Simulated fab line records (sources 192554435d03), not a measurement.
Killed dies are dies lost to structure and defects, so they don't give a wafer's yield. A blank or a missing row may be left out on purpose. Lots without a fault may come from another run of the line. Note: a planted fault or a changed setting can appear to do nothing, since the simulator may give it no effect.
Chamber matching | flow n5 finfet | N5_BEOL_M13_ETCH_67 on rie diel-06: 4 sister chambers
The step etches SiARC in CF4, target depth 143 nm, time 238.3 s. 20 wafers are shown with their chamber, then 10 later ones without.

## WAFERS, EACH WITH ITS CHAMBER
wafer  | chamber | drypump motor current A (A) | showerhead plenum p Torr (Torr) | throttle valve pct (%)
L074.1 | 1       | 5.2                         | 2.11                            | 15.61
L074.2 | 2       | 5.7                         | 1.98                            | 15.77
L074.3 | 3       | 6.2                         | 2.13                            | 16.02
L080.2 | 3       | 6.2                         | 2.12                            | 16.04
L080.4 | 3       | 6.2                         | 2.12                            | 16.04
L080.6 | 0       | 5.7                         | 2.13                            | 15.78
L078.2 | 0       | 5.7                         | 2.13                            | 15.80
L078.3 | 3       | 6.2                         | 2.12                            | 16.04
L078.4 | 0       | 5.7                         | 2.13                            | 15.81
L081.2 | 2       | 5.6                         | 1.97                            | 15.81
L081.5 | 1       | 5.2                         | 2.11                            | 15.11
L081.6 | 2       | 5.6                         | 1.97                            | 15.79
L090.3 | 3       | 6.2                         | 2.12                            | 16.08
L090.4 | 2       | 5.6                         | 1.97                            | 15.83
L090.6 | 0       | 5.7                         | 2.12                            | 15.83
L092.2 | 2       | 5.6                         | 1.97                            | 15.82
L092.3 | 1       | 5.2                         | 2.11                            | 15.17
L092.4 | 3       | 6.2                         | 2.12                            | 16.07
L091.1 | 2       | 5.6                         | 1.97                            | 15.86
L091.2 | 3       | 6.2                         | 2.12                            | 16.08

SIGNATURES (averages over the wafers above)
reading                  | chamber 0 | chamber 1 | chamber 2 | chamber 3 | scatter within a chamber
drypump motor current A  | 5.700     | 5.200     | 5.617     | 6.200     | 0.0228
showerhead plenum p Torr | 2.1275    | 2.1100    | 1.9717    | 2.1214    | 0.00391
throttle valve pct       | 15.8050   | 15.2967   | 15.8133   | 16.0529   | 0.0996
Rule: a wafer's distance from a chamber is the root of the sum, over the readings, of the square of ((its reading less the chamber's mean) divided by the reading's scatter). If the next closest chamber is less than 2 further off than the closest, the wafer can't be placed; otherwise it belongs to the closest. The scatter: take each reading less its chamber's mean, square it, sum over the shown wafers, divide by the number of wafers less the number of chambers, and take the root.

## WAFERS MISSING THEIR CHAMBER
wafer  | drypump motor current A (A) | showerhead plenum p Torr (Torr) | throttle valve pct (%)
L091.3 | 5.2                         | 2.11                            | 15.16
L091.4 | 5.7                         | 2.12                            | 15.85
L091.5 | 5.7                         | 2.12                            | 15.86
L091.6 | 5.2                         | 2.10                            | 15.15
L095.3 | 5.7                         | 2.12                            | 15.87
L095.4 | 6.2                         | 2.11                            | 16.08
L095.5 | 5.2                         | 2.10                            | 15.19
L096.3 | 5.6                         | 1.97                            | 15.85
L096.5 | 5.6                         | 1.97                            | 15.83
L096.6 | 5.2                         | 2.10                            | 15.18

## WHICH CHAMBER EACH WENT THROUGH
wafer  | from the rows above | in truth
L091.3 | 1                   | 1
L091.4 | 0                   | 0
L091.5 | 0                   | 0
L091.6 | 1                   | 1
L095.3 | 0                   | 0
L095.4 | 3                   | 3
L095.5 | 1                   | 1
L096.3 | 2                   | 2
L096.5 | 2                   | 2
L096.6 | 1                   | 1
Correct placement for 10 of the 10. Not placeable from these rows: 0. Placed wrongly: 0.
